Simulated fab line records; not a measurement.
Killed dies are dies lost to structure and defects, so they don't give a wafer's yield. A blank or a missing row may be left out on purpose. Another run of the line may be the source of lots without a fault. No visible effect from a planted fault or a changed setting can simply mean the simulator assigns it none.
Which tool is to blame? + flow n5-finfet + 11 lots with 30 wafers sampled at 4 steps, on a route of 1938 steps

## WHAT EACH GAUGE READ, for each wafer
N5_BEOL_M0_SAQP_CD_MEAS_14: target cd 42.5 nm.
| lot  | measured     | on        | cd-nm (nm)     |
|------|--------------|-----------|----------------|
| L137 | day 5 16:26  | cd-sem-02 | 42.3 41.9 42.6 |
| L138 | day 5 23:46  | cd-sem-02 | 42.6 42.6 42.2 |
| L139 | day 6 08:23  | cd-sem-01 | 42.0 41.7 42.9 |
| L140 | day 6 12:19  | cd-sem-02 | 42.6 42.0      |
| L143 | day 7 03:33  | cd-sem-03 | 42.5 42.3 41.8 |
| L145 | day 7 17:47  | cd-sem-02 | 42.4 42.2 40.2 |
| L146 | day 7 19:55  | cd-sem-01 | 42.2 42.6 42.2 |
| L148 | day 8 13:53  | cd-sem-01 | 40.6 40.6      |
| L149 | day 8 19:44  | cd-sem-01 | 42.2 40.1      |
| L155 | day 10 04:11 | cd-sem-02 | 42.2 41.9 42.2 |
| L156 | day 10 10:32 | cd-sem-02 | 42.3 42.0 41.9 |

## TOOL THAT RAN EACH LOT (tool first, then ch and the chambers of the sampled wafers, then the start)
| lot  | N5_MOL_CONTACT_COAG_CMP_52    | N5_BEOL_M0_SAQP_HM_DEP_02    | N5_BEOL_M0_SAQP_PEB_12            |
|------|-------------------------------|------------------------------|-----------------------------------|
| L137 | cmp-01 ch 1,2, day 5 11:15    | pvd-sputter-03, day 5 15:45  | litho-track-02 ch 0, day 5 16:22  |
| L138 | cmp-01 ch 1,2, day 5 19:05    | pvd-sputter-02, day 5 23:02  | litho-track-03 ch 0, day 5 23:41  |
| L139 | cmp-04 ch 0,1,3, day 6 03:13  | pvd-sputter-01, day 6 07:34  | litho-track-01 ch 0, day 6 08:19  |
| L140 | cmp-03 ch 0,1, day 6 06:26    | pvd-sputter-03, day 6 11:37  | litho-track-02 ch 0, day 6 12:14  |
| L143 | cmp-03 ch 0,2, day 6 22:33    | pvd-sputter-02, day 7 02:37  | litho-track-02 ch 0, day 7 03:29  |
| L145 | cmp-01 ch 0,3, day 7 09:17    | pvd-sputter-03, day 7 16:58  | litho-track-02 ch 0, day 7 17:44  |
| L146 | cmp-04 ch 2,3, day 7 15:28    | pvd-sputter-03, day 7 19:13  | litho-track-03 ch 0, day 7 19:50  |
| L148 | cmp-04 ch 1,3, day 8 08:44    | pvd-sputter-03, day 8 13:04  | litho-track-02 ch 0, day 8 13:49  |
| L149 | cmp-03 ch 0,3, day 8 15:10    | pvd-sputter-01, day 8 18:57  | litho-track-02 ch 0, day 8 19:40  |
| L155 | cmp-04 ch 0,2,3, day 9 21:01  | pvd-sputter-03, day 10 03:15 | litho-track-03 ch 0, day 10 04:07 |
| L156 | cmp-03 ch 0,1,3, day 10 04:55 | pvd-sputter-02, day 10 09:37 | litho-track-03 ch 0, day 10 10:28 |
- N5_MOL_CONTACT_COAG_CMP_52: polishes, stops on SiO2, t overpolish 1.5 s, target thk 66.5 nm.
- N5_BEOL_M0_SAQP_HM_DEP_02: deposits TiN, target thk 12 nm.
- N5_BEOL_M0_SAQP_PEB_12: peb time 60 s.

## THE ANSWER, worked out from the rows above alone
Rule: the lots themselves supply what counts as usual. Put in order of their means at a reading, lots are off if they are a third of the lots or fewer, leave a main group of 4 or more, and stand apart from it by a gap of 3 or more times the standard deviation of the main group's means; of several such gaps the widest counts. The tables above print the reading to a certain number of digits; a main group whose means all agree to those digits is not used. A lot without any number at a reading at which 4 lots or more have one is off too. Where the step has rows for the other lots, those lots are counted as sound.
Off, at N5_BEOL_M0_SAQP_CD_MEAS_14 on cd-nm: L145, L148, L149. Main group: mean 42.2 nm, sd 0.12.
If a tool, at a process step before that reading, ran all the lots that are off and no sound lot after the first of them, it fits. Those tools and the gauges at N5_BEOL_M0_SAQP_CD_MEAS_14 are tried in the same way. One fits: N5_BEOL_M0_SAQP_PEB_12 on litho-track-02. Its last sound lot is L143 (day 7 03:29), its first lot that is off L145 (day 7 17:44): a fault that began between those two fits.

## WHAT HAD BEEN PUT IN BY THE SIMULATOR
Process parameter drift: litho-track-02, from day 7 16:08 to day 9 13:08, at N5_BEOL_M0_SAQP_PEB_12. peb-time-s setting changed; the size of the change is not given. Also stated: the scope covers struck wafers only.
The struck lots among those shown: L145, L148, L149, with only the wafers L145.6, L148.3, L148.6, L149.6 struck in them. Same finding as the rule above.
